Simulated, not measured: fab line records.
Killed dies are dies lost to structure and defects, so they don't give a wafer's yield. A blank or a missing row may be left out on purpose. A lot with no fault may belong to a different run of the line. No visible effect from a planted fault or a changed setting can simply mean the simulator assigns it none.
fab line records    flow n5_finfet    part 2 of 2: steps 4 to 6 of 6
[record] lots = 20  wafers = 60  last_day = 19
route steps=1938 shown BEOL_M7@1279 BEOL_M8@1354
lots untouched by any fault: they come from a run of this same line in which no faults occurred
start_h: the number of hours between the record's first day and the start of the first shown wafer of the lot    wait_h: how many hours have passed since the lot's step before this one    " the same as in the row above    L1.1+2: one row covering several wafers at once    - no value, or no start given    * or withheld: withheld    < > ~ a bound
route shown NAME@n: a module of which the file shows steps, and the number in the route of the first    usual: average and standard deviation across the fault-free wafers    same: alike in all rows    chamber/n: place in a boat    sites: the reading at each site    _std_site: how widely they spread, as a standard deviation    _edge_site: outer sites' mean less inner sites'    radius_mm: for every site, how far away it sits from the centre of the wafer    mask NAME#n: copy n    behind: tool/chamber where the wafer was last shaped    hold: what put the lot on hold/how long, in hours/how the hold closed    device: which transistor (n, p or np) failed to switch    end of line: at the end of the route, the tests of the same wafers    where a step has no rows: the recipe by itself    killed: dies that structure and defects cost at the first sort, which is not the same as the wafer's yield    map: dies across one wafer; x = killed, . = not, _ = none there
set.NAME: the setting that was run; set.NAME@STEP: the one run at that earlier step    model.NAME: the simulator's own value behind a step, which no gauge read
steps of the route over a sample of lots; a table a step, a row a wafer
services: when a tool's chamber went out of use (start_h, in hours from the record's first day, below 0 if earlier), for how many hours, and the reason
[[steps]]
[step N5_BEOL_M8_STRIP_19]
[recipe] chemistry = O2  power_w = 400  temp_c = 40  pressure_mtorr = 30  rf_frequency_hz = 6e+07  bias_power_w = 0  overash_fraction = 0.2  o2_flow_sccm = 225
[usual] drypump_motor_current_A = 5.8/0.5  oes_product_au = 0.81/0.098  rf_vpp_V = 3.7/0.62  showerhead_plenum_p_Torr = 2.11/0.087  throttle_valve_pct = 16.6/0.35
lot.wafer  tool         chamber  start_h  wait_h  drypump_motor_current_A  oes_product_au  rf_hours_counter_h  rf_vpp_V  showerhead_plenum_p_Torr  throttle_valve_pct
L074.1     rie_diel-01  0        242.63   0.1     6.4                      0.70            213                 4.3       2.15                      16.9
L074.3     "            3        "        "       5.8                      0.90            57                  3.9       2.05                      16.3
L074.6     "            0        "        "       6.4                      0.70            -                   3.4       2.15                      17.0
L076.1     rie_diel-04  1        257.28   0.1     6.4                      0.87            35                  3.5       2.14                      16.3
L076.4     "            2        "        "       5.6                      0.69            218                 2.7       2.01                      17.1
L076.5     "            2        "        "       5.6                      0.70            -                   4.7       2.01                      17.1
L077.1     rie_diel-04  3        269.79   0.1     5.2                      0.91            8                   3.6       2.24                      16.2
L077.4     "            0        "        "       6.0                      0.72            171                 5.0       2.10                      17.2
L077.5     "            1        "        "       6.4                      0.87            -                   3.7       2.14                      16.3
L075.2     rie_diel-03  0        273.13   0.1     5.6                      0.97            4                   3.7       2.25                      16.4
L075.4     "            1        "        "       5.2                      0.89            26                  3.9       2.14                      16.3
L075.6     "            2        "        "       5.3                      0.72            -                   4.4       2.01                      16.5
L079.1     rie_diel-03  2        282.46   0.1     5.3                      0.72            165                 3.8       2.01                      16.5
L079.4     "            0        "        "       5.7                      0.95            8                   2.9       2.25                      16.4
L079.6     "            0        "        "       5.7                      0.95            -                   2.3       2.25                      16.4
L080.1     rie_diel-04  0        296.32   0.1     6.0                      0.72            181                 4.2       2.10                      17.2
L080.4     "            0        "        "       6.0                      0.71            -                   4.4       2.10                      17.2
L080.6     "            3        "        "       5.2                      0.92            -                   3.8       2.24                      16.2
L082.3     rie_diel-04  3        308.77   0.1     5.2                      0.90            23                  3.9       2.23                      16.2
L082.4     "            2        "        "       5.6                      0.68            235                 5.0       2.00                      17.1
L082.6     "            3        "        "       5.2                      0.89            -                   4.8       2.23                      16.2
L084.1     rie_diel-04  0        308.90   0.1     6.0                      0.70            188                 2.8       2.10                      17.2
L084.4     "            2        "        "       5.6                      0.68            236                 4.7       2.00                      17.1
L084.6     "            2        "        "       5.6                      0.68            -                   3.3       2.00                      17.1
L083.2     rie_diel-04  3        313.04   0.1     5.2                      0.89            25                  3.5       2.23                      16.2
L083.4     "            0        "        "       6.0                      0.69            189                 3.5       2.10                      17.2
L083.6     "            0        "        "       6.0                      0.70            -                   4.5       2.10                      17.2
L085.2     rie_diel-03  2        319.46   0.1     5.3                      0.73            178                 3.4       2.01                      16.5
L085.3     "            0        "        "       5.7                      0.93            18                  3.2       2.25                      16.4
L085.4     "            2        "        "       5.3                      0.73            -                   3.5       2.01                      16.5
L087.1     rie_diel-01  1        320.25   0.1     5.8                      0.84            74                  3.3       2.03                      16.7
L087.2     "            3        "        "       6.0                      0.86            88                  3.8       2.04                      16.3
L087.5     "            0        "        "       6.4                      0.68            -                   3.9       2.14                      17.0
L086.1     rie_diel-01  1        339.62   0.1     5.8                      0.83            81                  4.2       2.03                      16.7
L086.5     "            3        "        "       6.0                      0.84            -                   4.8       2.04                      16.4
L086.6     "            1        "        "       5.8                      0.83            -                   5.5       2.03                      16.8
L090.3     rie_diel-01  2        344.03   0.1     6.5                      0.71            209                 4.2       2.01                      17.2
L090.4     "            3        "        "       6.0                      0.84            -                   3.5       2.04                      16.3
L090.5     "            1        "        "       5.7                      0.82            -                   4.4       2.03                      16.8
L092.1     rie_diel-04  0        366.48   0.3     6.0                      0.69            208                 3.4       2.09                      17.2
L092.2     "            3        "        "       5.2                      0.85            45                  3.8       2.23                      16.3
L092.6     "            1        "        "       6.4                      0.81            -                   3.8       2.12                      16.4
L091.1     rie_diel-01  2        369.77   0.1     6.6                      0.71            219                 3.7       2.00                      17.3
L091.2     "            1        "        "       5.8                      0.82            92                  2.7       2.02                      16.8
L091.6     "            1        "        "       5.8                      0.81            -                   3.9       2.02                      16.8
L093.1     rie_diel-03  0        375.76   0.1     5.6                      0.89            35                  5.0       2.24                      16.4
L093.4     "            2        "        "       5.3                      0.71            198                 4.2       2.00                      16.5
L093.6     "            1        "        "       5.2                      0.83            -                   4.2       2.13                      16.3
L094.1     rie_diel-04  3        379.40   0.2     5.2                      0.85            50                  3.9       2.22                      16.3
L094.2     "            1        "        "       6.4                      0.80            86                  3.8       2.12                      16.4
L094.5     "            2        "        "       5.6                      0.95            -                   3.7       2.26                      16.7
L095.2     rie_diel-03  0        379.75   0.3     5.6                      0.90            37                  3.7       2.24                      16.4
L095.5     "            2        "        "       5.3                      0.70            -                   3.9       2.00                      16.6
L095.6     "            3        "        "       6.5                      0.90            -                   3.5       2.15                      16.3
L096.2     rie_diel-04  1        379.88   0.1     6.4                      0.80            86                  3.9       2.12                      16.4
L096.4     "            3        "        "       5.2                      0.84            50                  2.8       2.22                      16.3
L096.5     "            0        "        "       6.0                      0.68            -                   4.4       2.09                      17.3
L097.2     rie_diel-03  1        391.54   0.1     5.2                      0.83            68                  3.0       2.13                      16.4
L097.3     "            2        "        "       5.3                      0.69            203                 3.1       2.00                      16.6
L097.6     "            2        "        "       5.3                      0.70            -                   3.3       2.00                      16.6
[step N5_BEOL_M8_CD_MEAS_28]
[recipe] target_cd_nm = 40  landing_energy_ev = 500  detector = se_inlens
[usual] cd_nm = 40.07/0.24
lot.wafer  tool       chamber  start_h  wait_h  cd_nm
L074.1     cd_sem-02  0        243.47   -       39.98
L074.3     "          0        "        "       40.58
L074.6     "          0        "        "       40.10
L076.1     cd_sem-03  0        259.05   -       40.21
L076.4     "          0        "        "       40.00
L076.5     "          0        "        "       40.24
L077.1     cd_sem-02  0        271.13   -       40.18
L077.4     "          0        "        "       40.41
L077.5     "          0        "        "       40.39
L075.2     cd_sem-03  0        275.67   -       39.56
L075.4     "          0        "        "       40.26
L075.6     "          0        "        "       40.03
L079.1     cd_sem-03  0        285.96   -       39.56
L079.4     "          0        "        "       40.36
L079.6     "          0        "        "       40.50
L080.1     cd_sem-01  0        298.65   -       40.14
L080.4     "          0        "        "       40.26
L080.6     "          0        "        "       39.87
L084.1     cd_sem-03  0        310.57   -       39.81
L084.4     "          0        "        "       39.69
L084.6     "          0        "        "       40.13
L082.3     cd_sem-01  0        310.74   -       40.46
L082.4     "          0        "        "       40.24
L082.6     "          0        "        "       40.38
L083.2     cd_sem-01  0        314.79   -       40.20
L083.4     "          0        "        "       40.02
L083.6     "          0        "        "       40.51
L085.2     cd_sem-01  0        321.02   -       40.18
L085.3     "          0        "        "       40.31
L085.4     "          0        "        "       39.92
L087.1     cd_sem-03  0        321.19   -       39.58
L087.2     "          0        "        "       39.67
L087.5     "          0        "        "       40.29
L086.1     cd_sem-01  0        340.10   -       40.22
L086.5     "          0        "        "       40.03
L086.6     "          0        "        "       40.10
L090.3     cd_sem-01  0        348.44   -       40.26
L090.4     "          0        "        "       39.66
L090.5     "          0        "        "       39.94
L092.1     cd_sem-02  0        368.80   -       40.07
L092.2     "          0        "        "       40.17
L092.6     "          0        "        "       40.05
L091.1     cd_sem-03  0        370.20   -       40.23
L091.2     "          0        "        "       40.00
L091.6     "          0        "        "       39.77
L093.1     cd_sem-02  0        377.76   -       39.83
L093.4     "          0        "        "       40.28
L093.6     "          0        "        "       40.43
L094.1     cd_sem-02  0        382.22   -       40.23
L094.2     "          0        "        "       40.27
L094.5     "          0        "        "       39.94
L095.2     cd_sem-01  0        382.27   -       39.95
L095.5     "          0        "        "       40.14
L095.6     "          0        "        "       40.02
L096.2     cd_sem-03  0        382.41   -       40.19
L096.4     "          0        "        "       39.60
L096.5     "          0        "        "       39.93
L097.2     cd_sem-01  0        394.07   -       40.16
L097.3     "          0        "        "       39.83
L097.6     "          0        "        "       40.04
[step N5_BEOL_M8_ETCH_65]
[recipe] chemistry = CF4  target = SiARC  target_depth_a = 156  mask_material = CAR-EUV  time_s = 26  ion_energy_ev = 80  pressure_mtorr = 40  source_w = 545  bias_w = 36  Ar_flow_sccm = 100  cf4_flow_sccm = 100  ends = cleared
[usual] drypump_motor_current_A = 5.8/0.49  etch_rf_on_time_s = 26.4/0.41  mfc_ar_sccm = 100.02/0.3  oes_product_au = 0.69/0.077  rf_vpp_V = 184.1/1.3  showerhead_plenum_p_Torr = 2.15/0.081  throttle_valve_pct = 15.5/0.35
lot.wafer  tool         chamber  start_h  wait_h  drypump_motor_current_A  etch_rf_on_time_s  mfc_ar_sccm  oes_product_au  rf_hours_counter_h  rf_vpp_V  showerhead_plenum_p_Torr  throttle_valve_pct
L074.1     rie_diel-04  0        243.65   0.0     6.0                      26.4               100.10       0.63            160                 183.3     2.14                      16.0
L074.3     "            2        "        "       5.6                      26.6               100.56       0.60            211                 183.1     2.05                      16.0
L074.6     "            2        "        "       5.6                      26.4               100.28       0.60            -                   184.7     2.05                      16.0
L076.1     rie_diel-03  3        259.25   0.0     6.5                      26.8               99.69        0.58            236                 184.8     2.19                      15.7
L076.4     "            2        "        "       5.3                      26.4               100.25       0.63            -                   183.9     2.05                      15.4
L076.5     "            3        "        "       6.5                      26.9               99.96        0.59            -                   185.1     2.19                      15.7
L077.1     rie_diel-04  3        271.31   0.0     5.2                      26.4               99.99        0.79            8                   184.6     2.27                      15.1
L077.4     "            1        "        "       6.4                      26.6               100.04       0.73            41                  183.6     2.17                      15.2
L077.5     "            2        "        "       5.6                      26.4               100.10       0.59            -                   183.1     2.04                      16.0
L075.2     rie_diel-01  0        275.95   0.0     6.4                      26.4               99.95        0.59            228                 184.0     2.21                      16.0
L075.4     "            3        "        "       5.9                      25.5               100.48       0.74            72                  182.4     2.09                      15.2
L075.6     "            0        "        "       6.4                      26.6               100.08       0.59            -                   183.7     2.21                      16.0
L079.1     rie_diel-04  2        286.13   0.0     5.6                      26.8               100.35       0.58            229                 182.1     2.04                      16.0
L079.4     "            1        "        "       6.4                      26.9               100.20       0.71            47                  184.5     2.17                      15.2
L079.6     "            0        "        "       6.0                      26.6               99.91        0.61            -                   183.7     2.13                      16.1
L080.1     rie_diel-01  0        298.82   0.0     6.4                      27.0               100.20       0.58            236                 184.0     2.20                      16.0
L080.4     "            2        "        "       6.5                      26.6               100.19       0.62            192                 183.1     2.05                      16.1
L080.6     "            0        "        "       6.4                      26.6               100.07       0.59            -                   184.5     2.20                      16.0
L084.1     rie_diel-03  2        310.74   0.0     5.3                      26.4               99.69        0.62            173                 183.2     2.05                      15.4
L084.4     "            0        "        "       5.6                      26.2               100.20       0.79            -                   186.6     2.28                      15.2
L084.6     "            1        "        "       5.2                      26.5               99.99        0.74            -                   184.1     2.18                      15.2
L082.3     rie_diel-01  1        310.91   0.0     5.8                      25.8               100.10       0.72            70                  182.8     2.08                      15.7
L082.4     "            3        "        "       5.9                      25.4               100.35       0.73            84                  183.3     2.08                      15.2
L082.6     "            3        "        "       5.9                      25.5               100.23       0.73            -                   185.5     2.08                      15.2
L083.2     rie_diel-03  1        315.16   0.0     5.2                      26.5               100.71       0.75            41                  184.5     2.18                      15.2
L083.4     "            1        "        "       5.2                      26.7               100.25       0.74            -                   184.1     2.18                      15.2
L083.6     "            2        "        "       5.3                      26.3               100.37       0.63            -                   183.0     2.05                      15.4
L085.2     rie_diel-01  2        321.20   0.0     6.6                      26.7               99.89        0.60            200                 185.1     2.05                      16.1
L085.3     "            0        "        "       6.4                      26.6               99.86        0.58            244                 183.6     2.20                      16.0
L085.4     "            1        "        "       5.8                      26.0               99.89        0.70            74                  183.4     2.07                      15.7
L087.1     rie_diel-03  1        321.37   0.0     5.2                      26.5               100.20       0.74            43                  185.8     2.17                      15.2
L087.2     "            2        "        "       5.3                      26.1               99.96        0.62            178                 183.4     2.05                      15.4
L087.5     "            1        "        "       5.2                      26.7               99.86        0.74            -                   183.3     2.17                      15.2
L086.1     rie_diel-04  2        340.27   0.0     5.6                      26.9               99.95        0.57            247                 183.1     2.03                      16.0
L086.5     "            3        "        "       5.2                      26.9               99.70        0.73            -                   183.6     2.26                      15.1
L086.6     "            0        "        "       6.0                      27.0               100.24       0.59            -                   185.2     2.13                      16.1
L090.3     rie_diel-03  1        348.64   0.0     5.2                      26.5               100.25       0.73            52                  185.4     2.17                      15.2
L090.4     "            1        "        "       5.2                      26.3               99.51        0.73            -                   184.3     2.17                      15.3
L090.5     "            3        "        "       6.5                      26.1               99.98        0.80            -                   183.7     2.19                      15.2
L092.1     rie_diel-01  1        368.98   0.0     5.7                      25.6               100.03       0.69            91                  183.5     2.07                      15.7
L092.2     "            2        "        "       6.6                      26.1               100.46       0.61            218                 183.1     2.04                      16.1
L092.6     "            0        "        "       6.4                      26.0               99.56        0.85            -                   185.3     2.20                      15.6
L091.1     rie_diel-03  2        370.38   0.0     5.3                      26.3               100.30       0.61            196                 181.2     2.04                      15.4
L091.2     "            1        "        "       5.2                      26.3               100.16       0.72            61                  184.1     2.17                      15.3
L091.6     "            1        "        "       5.2                      26.7               99.97        0.72            -                   185.4     2.17                      15.3
L093.1     rie_diel-04  2        377.93   0.0     5.6                      26.2               100.14       0.81            4                   185.5     2.29                      15.5
L093.4     "            1        "        "       6.4                      27.1               99.98        0.68            85                  184.9     2.16                      15.3
L093.6     "            3        "        "       5.2                      26.9               99.48        0.71            -                   186.3     2.25                      15.1
L094.1     rie_diel-01  0        382.72   0.0     6.4                      26.1               100.35       0.83            8                   183.9     2.20                      15.6
L094.2     "            3        "        "       6.0                      25.6               100.30       0.70            112                 182.5     2.07                      15.3
L094.5     "            0        "        "       6.4                      26.1               100.62       0.82            -                   185.2     2.20                      15.5
L095.2     rie_diel-03  3        382.75   0.0     6.5                      25.9               99.91        0.77            19                  182.8     2.18                      15.2
L095.5     "            0        "        "       5.6                      26.3               99.95        0.75            -                   185.3     2.27                      15.3
L095.6     "            1        "        "       5.2                      26.6               99.92        0.72            -                   184.1     2.17                      15.3
L096.2     rie_diel-01  3        383.12   0.0     6.0                      25.8               100.01       0.70            112                 183.4     2.07                      15.3
L096.4     "            2        "        "       6.6                      26.3               99.62        0.60            223                 182.0     2.04                      16.1
L096.5     "            0        "        "       6.4                      26.2               100.10       0.82            -                   185.0     2.20                      15.5
L097.2     rie_diel-04  3        394.33   0.0     5.2                      26.2               99.68        0.72            56                  184.8     2.25                      15.2
L097.3     "            1        "        "       6.4                      26.6               99.57        0.67            91                  185.1     2.15                      15.3
L097.6     "            2        "        "       5.6                      26.0               99.76        0.80            -                   185.2     2.28                      15.5
[[services]]
tool         chamber  start_h  hours  kind
rie_diel-06  3        210.04   5.9    repair
rie_diel-05  -        215.11   2.8    pm
rie_diel-01  0        236.26   2.0    repair
rie_diel-01  1        242.72   9.3    repair
rie_diel-03  1        252.93   10.3   repair
rie_diel-05  1        264.80   -      clean
rie_diel-05  1        264.80   -      consumable_replace:focus_ring
rie_diel-05  1        264.80   21.0   scheduled_down
rie_diel-05  1        264.80   21.0   vent_cycle
rie_diel-04  2        296.24   7.2    repair
rie_diel-06  -        299.45   1.1    repair
rie_diel-05  2        308.01   10.4   repair
rie_diel-05  3        329.66   -      clean
rie_diel-05  3        329.66   -      consumable_replace:focus_ring
rie_diel-03  0        346.69   3.6    repair
rie_diel-02  0        347.03   9.0    repair
rie_diel-06  3        352.48   -      clean
rie_diel-06  3        352.48   -      consumable_replace:focus_ring
rie_diel-06  3        352.48   -      consumable_replace:showerhead
rie_diel-06  1        354.73   9.2    repair
rie_diel-03  3        355.22   1.7    repair
rie_diel-03  0        357.58   3.6    repair
rie_diel-04  0        357.66   5.9    repair
rie_diel-03  -        374.21   0.7    repair
